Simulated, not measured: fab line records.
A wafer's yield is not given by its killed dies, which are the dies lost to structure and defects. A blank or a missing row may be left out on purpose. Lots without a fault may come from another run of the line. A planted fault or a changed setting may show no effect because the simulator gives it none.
Matching of chambers | flow nandHarc | NHARC_A_WL_FILL_ETCHBACK_26 on rieSi-04: 4 sister chambers
The step etches the open film in HBr, target depth 52 nm, time 13.3 s. 4 wafers are shown with their chamber, then 7 later ones without.

WAFERS, EACH WITH ITS CHAMBER
wafer  | chamber | drypumpMotorCurrentA (A)
L075.5 | 1       | 6.2
L087.4 | 2       | 6.2
L088.2 | 0       | 5.2
L088.5 | 3       | 5.3

WAFERS WHOSE CHAMBER IS MISSING
wafer  | drypumpMotorCurrentA (A)
L088.6 | 5.2
L093.1 | 5.3
L093.2 | 6.3
L093.5 | 5.2
L095.1 | 6.3
L095.2 | 6.3
L095.5 | 6.3

WHICH CHAMBER EACH ONE RAN IN
wafer  | from the rows above     | in truth
L088.6 | can't be placed: 0 or 3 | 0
L093.1 | can't be placed: 3 or 0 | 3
L093.2 | can't be placed: 1 or 2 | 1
L093.5 | can't be placed: 0 or 3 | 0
L095.1 | can't be placed: 1 or 2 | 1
L095.2 | can't be placed: 1 or 2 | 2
L095.5 | can't be placed: 1 or 2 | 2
Placed correctly: 0 of 7. From these rows, 7 cannot be placed; in 7 the true chamber is one of the candidates. 0 placed wrongly.
How it was worked out, from the rows above alone: a wafer's distance from a chamber is the root of the sum, over the readings, of the square of ((its reading less the chamber's mean) divided by the reading's scatter). The wafer belongs to the nearest chamber; if the next one is less than 2 further off, it can't be placed. Each chamber's mean is taken over the wafers shown for it. The scatter: root of mean squared gap, hidden wafer to nearest shown wafer, with one shown wafer a chamber.
